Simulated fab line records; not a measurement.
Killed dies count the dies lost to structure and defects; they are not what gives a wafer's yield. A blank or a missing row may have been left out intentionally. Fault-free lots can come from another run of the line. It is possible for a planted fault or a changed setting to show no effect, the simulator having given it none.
Which of the tools did it? -- flow nand-harc -- Sampling: 6 lots, 18 wafers, 4 of 1159 route steps

== WHAT THE GAUGES SHOWED, per wafer ==
NHARC_A_SGD_CUT_OVL_MEAS_10.
lot,measured,on,overlay-x-nm (nm)
L160,day 14 09:11,overlay-02,-0.3 0.4 0.8
L159,day 14 13:48,overlay-02,-1.0 -1.2 -1.1
L166,day 16 01:45,overlay-01,6.2 6.8 6.1 5.6 6.2 5.5
L169,day 17 04:03,overlay-01,6.1 5.7 5.8 6.0 5.7 6.4
L176,day 18 10:56,overlay-02,0.4 0.5 0.0
L178,day 19 00:00,overlay-02,-1.2 -1.2 -1.6

== WHAT TOOL EACH LOT RAN ON (gives the tool, then ch and the chambers of the sampled wafers, and finally the start) ==
lot,NHARC_A_STAIRCASE_DEP_325,NHARC_A_STAIRCASE_CMP_472,NHARC_A_SGD_CUT_EXPOSE_06
L160,"pecvd-03 ch 0,2, day 13 18:35","cmp-03 ch 0,1, day 14 08:00","arfi-scanner-01 ch 0, day 14 08:58"
L159,"pecvd-02 ch 0,1,2, day 13 23:32","cmp-03 ch 0,1,3, day 14 12:37","arfi-scanner-01 ch 0, day 14 13:35"
L166,"pecvd-04 ch 0,1, day 15 11:42","cmp-03 ch 1,2, day 16 00:33","arfi-scanner-02 ch 0, day 16 01:31"
L169,"pecvd-02 ch 0,1, day 16 14:08","cmp-04 ch 2,3, day 17 02:48","arfi-scanner-02 ch 0, day 17 03:49"
L176,"pecvd-03 ch 0,2, day 17 20:55","cmp-01 ch 1,3, day 18 09:43","arfi-scanner-01 ch 0, day 18 10:43"
L178,"pecvd-02 ch 0,1,2, day 18 07:01","cmp-03 ch 0,1,2, day 18 22:49","arfi-scanner-01 ch 0, day 18 23:46"
- NHARC_A_STAIRCASE_DEP_325: deposits SiO2, target thk 3800 nm.
- NHARC_A_STAIRCASE_CMP_472: polishes SiO2.
- NHARC_A_SGD_CUT_EXPOSE_06: exposes mask SGD.

== THE ANSWER, worked out from the rows above alone ==
Rule: usual is defined by the lots themselves. Put in order of their means at a reading, lots are off if they are a third of the lots or fewer, leave a main group of 4 or more, and stand apart from it by a gap of 3 or more times the standard deviation of the main group's means; of several such gaps the widest counts. The tables above print the reading to a certain number of digits; a main group whose means all agree to those digits is not used. Also off: a lot with no number at a reading for which 4 or more lots have one. Where the step has rows for the other lots, those lots are counted as sound.
Off at NHARC_A_SGD_CUT_OVL_MEAS_10 (overlay-x-nm): L166, L169. The main group: mean -0.5 nm, standard deviation 0.76.
If a tool, at a process step before that reading, ran all the lots that are off and no sound lot after the first of them, it fits. The gauges at NHARC_A_SGD_CUT_OVL_MEAS_10 are tried like those tools. This does not decide it: 2 tools fit, namely arfi-scanner-02 at NHARC_A_SGD_CUT_EXPOSE_06 and overlay-01 at NHARC_A_SGD_CUT_OVL_MEAS_10.

== WHAT WAS PUT IN BY THE SIMULATOR ==
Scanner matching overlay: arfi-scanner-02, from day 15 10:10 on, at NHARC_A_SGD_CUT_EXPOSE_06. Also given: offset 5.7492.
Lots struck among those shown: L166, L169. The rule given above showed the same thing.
